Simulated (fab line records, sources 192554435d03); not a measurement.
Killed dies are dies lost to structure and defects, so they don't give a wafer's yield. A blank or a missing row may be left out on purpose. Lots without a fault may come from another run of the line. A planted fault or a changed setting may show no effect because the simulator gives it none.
Problem report in the 8D (eight disciplines) form, filled by code | flow n5_finfet | the parts of the form that need people (team, actions taken, sign-off) are left out

1. THE PROBLEM
killed_at_contacts at N5_PASSIVATION_PROBE_49 reads a mean of 832 on 4 wafers of 3 lots; wafers without a fault read 12 with a standard deviation of 6. That is +99 or more standard deviations from the usual mean.
First seen on wafer L296.6, day 23 22:31, on prober-01. The record holds 6 wafers of 3 lots with a number at this step. Rule for "out", or "out of limits": more than 4 standard deviations from the usual mean. The other wafers with a number count as sound.

2. WHAT IT IS AND WHAT IT IS NOT
question                    | is                                                                                                | is not
which readings at this step | killed_at_contacts, defect_limited_yield, killed_dies, killed_on_rim, sort_n_pass, sort_yield_pct | killed_at_M0_to_M3, killed_at_M4_up, killed_at_front_end, killed_open, killed_short, sort_bin_5_function, sort_bin_6_memory, sort_bin_8_speed
which lots                  | L294, L295, L296                                                                                  | -
which wafers of those lots  | L294.4, L295.4, L295.6, L296.6                                                                    | L294.5, L296.5
read on which tools         | prober-01                                                                                         | -
when                        | from day 23 22:31                                                                                 | up to then (1 sound wafer); but 1 sound wafer of L294 came after

3. SUSPECTS, AND WHAT RULES EACH OUT
Counting: a tool at a process step up to the reading stays a suspect if it ran every lot that is out. Sound lots after the first of them don't rule it out here, since some wafers of a struck lot are sound.
- ald_sin-01 at N5_MOL_CONTACT_COAG_ALD_133 (deposits SiO2, target thk 5 nm, pulse time 1 s, co reactant pulse time 1 s): kept. It ran every lot that is out, first L294 (day 9 23:46).
- prober-01 at N5_PASSIVATION_PROBE_49: kept. It ran every lot that is out, first L296 (day 23 22:28). Its own readings are out on those wafers: defect_limited_yield, killed_at_contacts, killed_dies, killed_on_rim, sort_n_pass, sort_yield_pct.
Left after counting: ald_sin-01 at N5_MOL_CONTACT_COAG_ALD_133, prober-01 at N5_PASSIVATION_PROBE_49.

4. THE CAUSE (what the simulator had put in)
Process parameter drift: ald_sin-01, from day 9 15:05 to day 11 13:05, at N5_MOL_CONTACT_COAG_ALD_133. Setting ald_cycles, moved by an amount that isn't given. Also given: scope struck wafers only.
Counting left 2 suspects, and this tool is among them.

5. THE CHAIN OF EFFECTS, in route order
Each row: a reading whose mean over the struck wafers that have a number lies more than 3 standard deviations from the usual. Only readings for which the record gives a usual standard deviation are gone through. hours: the time from each lot's start at the first step in this table that gives one to its start at this step, as a median over the lots. sigmas: the change in usual standard deviations.
hours | step                    | reading              | usual  | on struck wafers | change | sigmas
0     | N5_PASSIVATION_PROBE_49 | defect_limited_yield | 90.7 % | 22.1             | -68.6  | -46
0     | N5_PASSIVATION_PROBE_49 | killed_at_contacts   | 12     | 832              | +820   | +99 or more
0     | N5_PASSIVATION_PROBE_49 | killed_dies          | 110    | 919              | +809   | +45
0     | N5_PASSIVATION_PROBE_49 | killed_on_rim        | 15     | 117              | +102   | +28
0     | N5_PASSIVATION_PROBE_49 | sort_n_pass          | 1070   | 261              | -809   | -45
0     | N5_PASSIVATION_PROBE_49 | sort_yield_pct       | 90.7 % | 22.1             | -68.6  | -46
The process steps in it:
- N5_PASSIVATION_PROBE_49

6. WHAT WOULD HAVE CAUGHT IT SOONER
In this record the first reading out of limits was taken at day 23 22:31, 343 hours after the fault began at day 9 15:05.
Of the tool readings at N5_MOL_CONTACT_COAG_ALD_133 for which the record gives a usual standard deviation, none was out on any struck wafer, so an alarm limit of 4 standard deviations on them would not have fired.
All the lots that are out (3) had begun N5_MOL_CONTACT_COAG_ALD_133 on ald_sin-01 by day 23 22:31. A hold on the tool at that time would have spared none of them.
